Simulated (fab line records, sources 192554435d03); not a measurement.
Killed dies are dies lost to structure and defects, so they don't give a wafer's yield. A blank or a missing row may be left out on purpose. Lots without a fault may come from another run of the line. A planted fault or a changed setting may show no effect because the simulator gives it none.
Problem report in the 8D (eight disciplines) form, filled by code | flow n5_finfet | the parts of the form that need people (team, actions taken, sign-off) are left out

1. THE PROBLEM
bias_w at N5_BEOL_M8_TRENCH_ETCH_37 reads a mean of 216.4 W on 2 wafers of 1 lot; wafers without a fault read 185.0 W with a standard deviation of 0.57. That is +55 standard deviations from the usual mean.
The step: etches SiCOH lowk in C4F6/O2, target depth 93.478 nm, time 31.2 s.
First seen on wafer L353.1, day 13 06:15, on rie_diel-01. The record holds 30 wafers of 11 lots with a number at this step. Rule for "out", or "out of limits": more than 4 standard deviations from the usual mean. The other wafers with a number count as sound.

2. WHAT IT IS AND WHAT IT IS NOT
question                    | is                | is not
which readings at this step | bias_w, rf_vpp_V  | C4F6_flow_sccm, O2_flow_sccm, drypump_motor_current_A, oes_product_au, showerhead_plenum_p_Torr, throttle_valve_pct
which lots                  | L353              | L337, L340, L345, L347, L348, L349, L350, L355, L358, L360
which wafers of those lots  | L353.1, L353.6    | L353.5
read on which tools         | rie_diel-01       | rie_diel-02, rie_diel-03
when                        | from day 13 06:15 | up to then (19 sound wafers); but 9 sound wafers of L355, L358, L360 came after

3. SUSPECTS, AND WHAT RULES EACH OUT
Counting: a tool at a process step up to the reading stays a suspect if it ran every lot that is out. Sound lots after the first of them don't rule it out here, since some wafers of a struck lot are sound.
- rie_diel-01 at N5_BEOL_M8_STRIP_67 (strips in CF4): kept. It ran the lot that is out, L353 (day 13 03:55).
- rie_diel-01 at N5_BEOL_M8_ETCH_66 (etches SOC in N2/H2, target depth 80 nm, overetch 16 nm, time 120 s): kept. It ran the lot that is out, L353 (day 13 06:04); its last sound lot up to then is L350 (day 12 16:33).
- rie_diel-01 at N5_BEOL_M8_TRENCH_ETCH_37 (etches SiCOH lowk in C4F6/O2, target depth 93.478 nm, time 31.2 s): kept. It ran the lot that is out, L353 (day 13 06:15); its last sound lot up to then is L350 (day 12 16:43). Its own readings are out on those wafers: bias_w, rf_vpp_V.
- Within rie_diel-01 at N5_BEOL_M8_ETCH_66: the wafers that are out ran in chamber 0; their sound lot-mates ran in chamber 1.
- Within rie_diel-01 at N5_BEOL_M8_TRENCH_ETCH_37: the wafers that are out ran in chamber 0; their sound lot-mates ran in chamber 1.
Left after counting: rie_diel-01 at N5_BEOL_M8_STRIP_67, rie_diel-01 at N5_BEOL_M8_ETCH_66, rie_diel-01 at N5_BEOL_M8_TRENCH_ETCH_37.

4. THE CAUSE (what the simulator had put in)
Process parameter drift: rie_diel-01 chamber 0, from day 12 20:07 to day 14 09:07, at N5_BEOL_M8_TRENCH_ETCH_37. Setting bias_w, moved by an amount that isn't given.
Counting left 3 suspects, and this tool is among them.

5. THE CHAIN OF EFFECTS, in route order
Each row: a reading whose mean over the struck wafers that have a number lies more than 3 standard deviations from the usual. Only readings for which the record gives a usual standard deviation are gone through. hours: the time from each lot's start at the first step in this table that gives one to its start at this step, as a median over the lots. sigmas: the change in usual standard deviations.
hours | step                      | reading  | usual   | on struck wafers | change | sigmas
0     | N5_BEOL_M8_TRENCH_ETCH_37 | bias_w   | 185.0 W | 216.4            | +31.4  | +55
0     | N5_BEOL_M8_TRENCH_ETCH_37 | rf_vpp_V | 674 V   | 789              | +115   | +5.5
The process steps in it:
- N5_BEOL_M8_TRENCH_ETCH_37: etches SiCOH lowk in C4F6/O2, target depth 93.478 nm, time 31.2 s.

6. WHAT WOULD HAVE CAUGHT IT SOONER
In this record the first reading out of limits was taken at day 13 06:15, 10 hours after the fault began at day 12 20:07.
